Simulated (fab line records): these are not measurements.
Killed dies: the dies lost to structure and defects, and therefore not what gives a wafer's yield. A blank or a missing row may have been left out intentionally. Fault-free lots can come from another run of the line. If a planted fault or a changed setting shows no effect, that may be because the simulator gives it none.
A lot that was struck, set against a sound lot :: flow nand-harc :: 14 out of 1159 route steps
Sound: the wafers L387.2, L387.3, L387.4. Struck: wafers L399.1, L399.4, L399.5. The cause is named last.
Order at every step that has rows: each side's tool, ch and its chambers, its first start. Under that, the readings that differ: sound wafers :: struck wafers :: difference of the means :: sigmas: that difference in standard deviations of wafers without a fault.
alike: readings with means less than 2 such deviations apart, plus words and numbers identical on both sides. not compared: withheld readings, readings lacking a value on some wafer, bounds such as >300 that could conceal the same value, and numbers that have no deviation in the record and whose values overlap.
The two part at a step that has a row with sigmas, a row that says differs or no value, or rows on one side only. Numbers that have no deviation but don't overlap get no sigmas and don't part them. A reading that every wafer of one side lacks parts them only if that side has two wafers or more.

NHARC_P_M1_CMP_23: polishes, t overpolish 20 s, target thk 157.82 nm.
  sound on cmp-04 ch 0,1,2, day 6 23:21; struck on cmp-01 ch 0,1,2, day 9 08:29
  alike: motor-current-A, slurry-flow-ml-min, time-to-endpoint-s
NHARC_P_M1_THK_MEAS_24: measures by xrf.
  sound on film-metro-01 at day 6 23:38; struck on film-metro-02 at day 9 08:48
  alike: thk-nm
after that, 1 step had no rows for these wafers: NHARC_P_M1_SRD_25.
NHARC_P_M1_INSPECT_27:
  sound on defect-inspect-01 at day 6 23:47; struck on defect-inspect-02 at day 9 08:58
  alike: raw-defect-count
NHARC_P_M1_PRE_CLEAN_32: time 12 s.
  sound on pecvd-04 ch 1,2, day 7 00:05; struck on pecvd-02 ch 1,2, day 9 09:05
  alike: heater-power-outer-w, heater-power-w
NHARC_P_M1_DEP_33: deposits SiCN, target thk 30 nm.
  sound on pecvd-04 ch 1,2, day 7 00:10; struck on pecvd-02 ch 1,2, day 9 09:10
  alike: chamber-pressure-Torr, heater-power-outer-w, heater-power-w
then, 5 steps without rows for these wafers: NHARC_P_M2_DEP_00 (deposits SiOC, target thk 182.5 nm); NHARC_P_M2_DEHYDRATE_01 (time 120 s); NHARC_P_M2_HMDS_02 (time 30 s); NHARC_P_M2_COAT_34 (time 65 s); NHARC_P_M2_COAT_03 (resist thk 90 nm).
NHARC_P_M2_SOFTBAKE_04: time 55 s.
  sound on litho-track-01 ch 0, day 7 00:00; struck on litho-track-06 ch 0, day 9 10:00
reading: heater-power-total-W (W)
sound: 188.51 188.53 188.34
struck: 212.56 212.54 212.45
difference: +24.06
sigmas: +99 or more
after that, 1 step had no rows for these wafers: NHARC_P_M2_EBR_05.
-- record jumps: 13 days between struck wafers' starts before vs after; left off in module P_M2, resumes in module END, first step shown is number 1159 of the route --
NHARC_END_SORT_01:
  sound on prober-01 ch 0, day 20 19:24; struck on prober-01 ch 0, day 22 17:34
  alike: defect-limited-yield, killed-at-array, killed-at-other, killed-at-periphery, killed-dies, killed-open, killed-short, sort_bin_2_pct, sort_bin_3_pct, sort_bin_4_pct, sort-n-pass, sort-rim-yield-pct, sort-yield-pct

== WHERE THEY PART ==
Only at NHARC_P_M2_SOFTBAKE_04, within this record. Later steps at which nothing parts them and some readings are alike: NHARC_END_SORT_01.

WHY: whatever the simulator had introduced
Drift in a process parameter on litho-track-06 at NHARC_P_M2_SOFTBAKE_04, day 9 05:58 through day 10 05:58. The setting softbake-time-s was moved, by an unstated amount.
